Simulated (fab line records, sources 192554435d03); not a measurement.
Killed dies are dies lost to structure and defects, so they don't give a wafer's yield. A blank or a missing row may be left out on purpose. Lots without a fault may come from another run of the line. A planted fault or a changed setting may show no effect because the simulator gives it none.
fab line records | flow n5_finfet
record lots=10 wafers=26 last_day=17
route steps=1938 shown HKMG_FIN@447 GATE_CUT@465 BEOL_M4@1111
lots that met no fault: from a run of the same line without faults
start_h: hours from the record's first day to the start of the lot's first wafer shown | wait_h: hours since the lot's step before | " the same as in the row above | L1.1+2: a row that stands for several wafers | - no value, or no start given | * or withheld: withheld | < > ~ a bound
route shown NAME@n: a module of which the file shows steps, and the number in the route of the first | usual: mean/standard deviation of fault-free wafers | same: alike in all rows | chamber/n: place in a boat | sites: the reading at each site | _std_site: their standard deviation | _edge_site: outer sites' mean less inner sites' | radius_mm: how far each site lies from the wafer's centre | mask NAME#n: copy n | behind: the tool/chamber that last shaped the wafer | hold: why the lot was held/for how many hours/how that ended | device: the transistor (n, p or np) that didn't switch | end of line: the same wafers' tests at the end of the route | a step without rows: its recipe alone | killed: dies lost to structure and defects at the first sort, not the wafer's yield | map: a wafer's dies, x killed, . not, _ none there
set.NAME: the setting as run; set.NAME@STEP: as run at that earlier step | model.NAME: the simulator's own value behind a step, which no gauge read
steps of the route over a sample of lots; a table a step, a row a wafer
services: from which hour (start_h, from the record's first day; less than 0 if before it) a tool's chamber was out of use, for how many hours, and why
## steps
# step N5_HKMG_FIN_STRIP_88
# recipe chemistry=N2/H2 power_w=2500 temp_c=300 h2_frac=0.65 time_s=360 pressure_mtorr=withheld n2_flow_sccm=1750 h2_flow_sccm=3250
# usual drypump_motor_current_A=5.5/0.45 heater_power_w=473/33
# columns lot.wafer tool chamber start_h wait_h drypump_motor_current_A heater_power_w rf_hours_counter_h
L299.1 plasma_asher-01 0 81.13 0.0 6.1 427 37
L299.3 " 0 " " 6.1 425 -
L299.5 " 0 " " 6.1 430 -
L304.1 plasma_asher-02 0 107.24 0.0 4.9 457 96
L304.5 " 1 " " 5.5 491 -
L307.2 plasma_asher-02 1 131.71 0.0 5.5 485 100
L307.4 " 1 " " 5.5 481 -
L308.1 plasma_asher-01 0 137.46 0.0 6.1 425 45
L308.3 " 0 " " 6.1 424 -
L308.4 " 1 " " 5.7 522 -
L310.2 plasma_asher-02 1 147.56 0.0 5.5 495 104
L310.3 " 0 " " 4.9 455 -
L310.6 " 0 " " 4.9 463 -
L316.2 plasma_asher-01 0 180.83 0.0 6.1 419 54
L316.5 " 0 " " 6.1 426 -
L316.6 " 1 " " 5.6 510 -
L319.2 plasma_asher-02 0 196.74 0.0 4.9 452 115
L319.3 " 1 " " 5.5 485 -
L320.2 plasma_asher-01 0 204.86 0.0 6.1 428 59
L320.4 " 0 " " 6.1 429 -
L320.5 " 0 " " 6.1 423 -
L321.1 plasma_asher-02 0 208.79 0.0 4.8 459 117
L321.4 " 0 " " 4.8 464 -
L321.6 " 1 " " 5.5 492 -
L322.4 plasma_asher-01 1 215.23 0.1 5.7 514 -
L322.6 " 0 " " 6.1 423 -
# step N5_HKMG_FIN_STRIP_90
# recipe chemistry=N2/H2 material=SOC time_s=20 power_w=500 temp_c=40 pressure_mtorr=50 rf_frequency_hz=6e+07 bias_power_w=8 h2_frac=0.5 n2_flow_sccm=300 h2_flow_sccm=300
# usual drypump_motor_current_A=5.4/0.5 oes_product_au=0.79/0.12 rf_fwd_power_W=497.2/1.7 rf_vpp_V=54.2/0.78 showerhead_plenum_p_Torr=3.36/0.095 throttle_valve_pct=19.2/0.41
# columns lot.wafer tool chamber start_h wait_h drypump_motor_current_A oes_product_au rf_fwd_power_W rf_hours_counter_h rf_vpp_V showerhead_plenum_p_Torr throttle_valve_pct
L299.1 rie_diel-05 2 82.07 0.0 4.8 0.79 495.2 128 55.0 3.21 19.2
L299.3 " 3 " " 6.1 0.72 499.6 162 55.3 3.36 19.5
L299.5 " 2 " " 4.8 0.79 495.4 - 54.1 3.22 19.2
L304.1 rie_diel-06 2 108.12 0.0 4.7 0.69 496.1 228 53.7 3.30 19.0
L304.5 " 1 " " 5.9 0.69 498.4 - 54.4 3.29 19.0
L307.2 rie_diel-05 2 132.59 0.0 4.8 0.77 495.4 148 54.4 3.20 19.3
L307.4 " 0 " " 5.9 0.90 498.2 28 53.8 3.26 18.5
L308.1 rie_diel-05 1 138.34 0.0 5.1 0.87 498.7 19 53.6 3.42 18.8
L308.3 " 0 " " 5.9 0.91 494.8 30 55.4 3.26 18.5
L308.4 " 3 " " 6.1 0.70 500.0 184 54.4 3.35 19.5
L310.2 rie_diel-03 2 148.46 0.0 5.8 0.92 495.6 27 54.5 3.45 20.0
L310.3 " 1 " " 5.9 1.00 497.8 0 53.4 3.29 18.8
L310.6 " 1 " " 5.9 1.00 495.6 - 54.6 3.29 18.8
L316.2 rie_diel-06 3 181.83 0.0 4.8 0.69 499.6 212 54.9 3.46 19.0
L316.5 " 0 " " 5.3 0.91 497.7 - 55.3 3.43 19.1
L316.6 " 1 " " 5.9 0.66 497.6 - 52.7 3.27 19.1
L319.2 rie_diel-03 2 197.62 0.0 5.8 0.89 495.6 47 53.7 3.44 20.0
L319.3 " 3 " " 5.5 0.69 495.3 248 54.0 3.47 19.7
L320.2 rie_diel-06 2 205.75 0.0 4.7 0.96 499.8 5 54.6 3.28 18.7
L320.4 " 1 " " 5.9 0.65 495.5 243 54.1 3.27 19.1
L320.5 " 0 " " 5.3 0.90 494.6 - 54.3 3.43 19.1
L321.1 rie_diel-06 1 209.68 0.0 5.9 0.66 497.2 244 55.2 3.27 19.1
L321.4 " 2 " " 4.7 0.96 497.0 6 54.9 3.28 18.7
L321.6 " 3 " " 4.9 0.67 496.3 - 53.3 3.45 19.0
L322.4 rie_diel-06 2 215.99 0.0 4.7 0.94 498.0 9 54.5 3.28 18.7
L322.6 " 3 " " 4.8 0.67 498.0 - 54.8 3.45 19.0
# step N5_HKMG_FIN_ALD_21
# recipe material=TiN target_thk_a=15 temp_c=400 ald_precursor_family=TiCl4 ald_co_reactant=NH3 pulse_time_s=1 purge_time_s=3 co_reactant_purge_time_s=2 co_reactant_pulse_time_s=2 ald_cycles=68 pressure_torr=3
# usual heater_power_w=902/100 precursor_pulse_height_rel=0.999/0.019 susceptor_temp_C=400.01/0.24
# columns lot.wafer tool chamber start_h wait_h heater_power_w precursor_pulse_height_rel susceptor_temp_C
L299.1 ald_metal-04 0 82.75 0.3 973 1.011 400.08
L299.3 " 2 " " 824 0.982 399.90
L299.5 " 0 " " 968 1.019 399.91
L304.1 ald_metal-02 0 108.80 0.3 997 1.005 399.78
L304.5 " 1 " " 684 1.000 400.31
L307.2 ald_metal-02 3 133.28 0.3 871 1.064 399.73
L307.4 " 0 " " 993 0.985 399.93
L308.1 ald_metal-02 1 139.02 0.3 710 0.989 400.05
L308.3 " 2 " " 934 1.013 400.29
L308.4 " 3 " " 861 0.955 399.97
L310.2 ald_metal-02 2 149.38 0.3 813 1.015 381.25
L310.3 " 1 " " 601 0.979 381.41
L310.6 " 2 " " 809 1.014 381.68
L316.2 ald_metal-02 3 182.58 0.3 746 0.997 381.64
L316.5 " 0 " " 888 0.989 381.66
L316.6 " 1 " " 618 1.007 381.86
L319.2 ald_metal-04 1 198.30 0.3 782 1.012 399.90
L319.3 " 3 " " 979 0.977 400.08
L320.2 ald_metal-01 2 206.43 0.3 1006 0.994 400.24
L320.4 " 0 " " 1074 0.972 400.11
L320.5 " 2 " " 1010 1.013 400.07
L321.1 ald_metal-04 3 210.36 0.3 986 0.985 399.87
L321.4 " 3 " " 996 1.002 399.82
L321.6 " 1 " " 792 0.996 400.46
L322.4 ald_metal-04 0 216.89 0.3 991 1.005 399.88
L322.6 " 3 " " 985 0.966 400.07
# step N5_GATE_CUT_ETCHBACK_00
# recipe chemistry=SF6/Cl2 target=W pressure_mtorr=8 icp_w=900 bias_w=80 SF6_flow_sccm=40 Cl2_flow_sccm=60
# usual drypump_motor_current_A=5.81/0.26 oes_product_au=0.82/0.062 rf_fwd_power_W=895.5/2.8 throttle_valve_pct=27.7/0.61
# columns lot.wafer tool chamber start_h wait_h drypump_motor_current_A oes_product_au rf_fwd_power_W rf_hours_counter_h throttle_valve_pct
L299.1 rie_metal-01 1 99.14 0.0 5.23 0.75 896.6 47 27.8
L299.3 " 1 " " 5.25 0.76 898.0 - 27.9
L299.5 " 0 " " 5.98 0.81 894.1 - 27.0
L304.1 rie_metal-01 1 110.08 0.0 5.27 0.76 900.7 49 27.9
L304.5 " 0 " " 5.98 0.82 895.1 - 27.0
L307.2 rie_metal-02 0 134.55 0.0 6.04 0.94 895.2 2 27.2
L307.4 " 1 " " 5.89 0.83 891.7 - 28.5
L308.1 rie_metal-03 1 140.30 0.0 5.84 0.82 897.0 35 27.8
L308.3 " 1 " " 5.83 0.81 894.8 - 27.8
L308.4 " 0 " " 5.79 0.76 898.9 - 27.3
L310.2 rie_metal-02 1 150.82 0.0 5.88 0.83 897.1 27 28.5
L310.3 " 0 " " 6.02 0.91 894.1 - 27.2
L310.6 " 1 " " 5.89 0.83 896.7 - 28.5
L316.2 rie_metal-01 1 183.86 0.0 5.24 0.72 894.5 58 27.9
L316.5 " 0 " " 5.93 0.79 892.8 - 27.0
L316.6 " 1 " " 5.27 0.72 897.1 - 27.9
L319.2 rie_metal-02 1 199.58 0.0 5.89 0.81 896.9 33 28.5
L319.3 " 0 " " 5.97 0.87 896.9 - 27.2
L320.2 rie_metal-01 1 207.71 0.0 5.26 0.72 898.3 60 27.9
L320.4 " 1 " " 5.27 0.71 900.7 - 27.9
L320.5 " 0 " " 5.96 0.78 891.9 - 27.0
L321.1 rie_metal-02 0 211.64 0.0 6.00 0.87 896.7 11 27.2
L321.4 " 1 " " 5.90 0.81 892.9 - 28.6
L321.6 " 0 " " 6.01 0.87 892.3 - 27.2
L322.4 rie_metal-01 1 218.05 0.1 5.23 0.73 895.0 - 27.9
L322.6 " 1 " " 5.26 0.73 895.6 - 27.9
# step N5_BEOL_M4_RC_MEAS_101
# usual DIBL_N=36.9/2.1 DIBL_P=37.1/2.5 IOFF_N=0.17/0.039 IOFF_P=0.23/0.043 ION_N=673/15 ION_P=462/9.1 SS_N=71.8/0.69 SS_P=73.6/0.74 VT_N=250/3.6 VT_P=-249.7/2.9
# columns lot.wafer tool chamber start_h wait_h DIBL_N[mV/V] DIBL_P[mV/V] IOFF_N[nA/um] IOFF_P[nA/um] ION_N[uA/um] ION_P[uA/um] SS_N[mV/dec] SS_P[mV/dec] VT_N[mV] VT_P[mV]
L299.1 prober-01 0 185.58 0.0 37.9 37.0 0.18 0.19 674 447 71.8 73.2 248 -249.9
L299.3 " 0 " " 39.5 40.3 0.22 0.23 687 456 71.9 74.3 247 -250.1
L299.5 " 0 " " 37.5 36.5 0.16 0.17 664 444 72.2 73.8 253 -252.8
L304.1 prober-01 0 195.75 0.0 38.2 38.3 0.17 0.27 664 468 71.4 73.9 247 -245.9
L304.5 " 0 " " 40.7 40.6 0.23 0.31 681 468 72.2 74.6 247 -244.4
L307.2 prober-02 0 218.58 0.2 34.7 36.2 0.14 0.21 661 459 71.6 73.8 252 -247.3
L307.4 " 0 " " 37.2 38.4 0.19 0.25 668 466 72.7 74.6 249 -244.8
L308.1 prober-01 0 224.72 0.0 43.2 41.7 0.28 0.34 689 465 73.0 75.6 243 -247.7
L308.3 " 0 " " 38.0 35.4 0.17 0.21 659 447 71.8 73.8 251 -252.2
L308.4 " 0 " " 35.8 34.8 0.14 0.21 682 467 70.4 73.4 250 -249.3
L310.2 prober-01 0 241.92 0.2 32.6 32.5 0.11 0.17 653 452 70.7 73.0 254 -252.1
L310.3 " 0 " " 32.4 32.4 0.10 0.16 649 451 70.4 72.7 258 -252.9
L310.6 " 0 " " 36.7 37.9 0.17 0.26 680 476 71.5 74.5 250 -247.2
L316.2 prober-01 0 267.39 0.2 39.1 39.0 0.23 0.26 689 473 72.1 73.4 244 -245.7
L316.5 " 0 " " 35.9 36.4 0.16 0.21 673 457 71.3 73.0 250 -250.8
L316.6 " 0 " " 40.5 42.4 0.25 0.31 701 476 72.7 74.5 246 -247.9
L319.2 prober-02 0 284.01 0.2 35.4 36.7 0.15 0.21 682 469 71.2 73.3 250 -251.0
L319.3 " 0 " " 37.2 37.4 0.17 0.22 679 463 71.5 74.3 250 -249.4
L320.2 prober-01 0 299.57 0.2 35.2 35.2 0.16 0.24 658 459 71.6 73.2 249 -246.8
L320.4 " 0 " " 33.2 32.6 0.13 0.19 666 464 71.5 72.3 252 -248.8
L320.5 " 0 " " 35.0 34.3 0.17 0.21 649 453 72.1 72.9 250 -248.8
L321.1 prober-02 0 302.10 0.0 37.3 35.9 0.17 0.21 681 462 72.1 73.4 248 -250.6
L321.4 " 0 " " 33.3 32.1 0.11 0.15 664 455 70.4 72.4 254 -254.1
L321.6 " 0 " " 37.4 37.0 0.19 0.23 700 474 71.9 73.5 245 -250.7
L322.4 prober-01 0 302.64 0.5 34.0 35.0 0.15 0.20 686 473 71.6 73.2 247 -249.2
L322.6 " 0 " " 39.7 42.6 0.27 0.35 712 485 73.2 75.6 242 -245.4
## services
# columns tool chamber start_h hours kind
ald_metal-02 - 61.26 0.8 repair
rie_diel-05 1 69.95 - clean
rie_metal-02 - 72.97 1.4 pm
rie_metal-02 0 74.37 - clean
rie_metal-02 0 74.37 27.6 scheduled_down
rie_metal-02 0 74.37 27.6 vent_cycle
ald_metal-02 3 77.14 10.3 repair
rie_diel-03 0 77.63 53.1 repair
ald_metal-02 - 85.26 8.7 pm
plasma_asher-01 - 90.85 2.3 repair
rie_diel-03 2 97.15 3.3 repair
rie_diel-06 0 100.78 9.1 repair
ald_metal-02 - 113.07 0.6 repair
rie_diel-06 - 119.48 4.4 repair
rie_diel-06 0 124.63 1.7 repair
rie_metal-03 0 130.79 8.0 repair
ald_metal-02 - 134.71 0.4 repair
rie_diel-03 - 158.24 0.4 repair
rie_metal-03 - 160.87 28.1 pm
rie_diel-06 2 168.19 - clean
rie_diel-06 2 168.19 - consumable_replace:focus_ring
rie_diel-06 2 168.19 20.0 scheduled_down
rie_diel-06 2 168.19 20.0 vent_cycle
rie_diel-03 3 168.79 4.2 repair
## key
first_sign step=N5_HKMG_FIN_ALD_21 reading=susceptor_temp_C direction=down sigmas=77 usual=* struck=*
effect step=N5_HKMG_FIN_ALD_21 reading=heater_power_w direction=down sigmas=1.5 usual=* struck=*
met_at N5_HKMG_FIN_ALD_21
struck_lots L310,L316
baseline_loss step=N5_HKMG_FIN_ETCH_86 wafers=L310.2
not_acting_at N5_HKMG_FIN_STRIP_88,N5_HKMG_FIN_STRIP_90,N5_GATE_CUT_ETCHBACK_00
onset_between 139.02 149.38
fault kind=process_parameter_drift tool=ald_metal-02 chamber=- onset_h=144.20 steps=N5_HKMG_FIN_ALD_21 channel=temp_c offset=* shape=step end_h=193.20 acts_in=* stated=*
# baseline_loss: these wafers lose ten dies or more at that step, a loss of the line's own and not of a fault; the sort's usual values leave them out
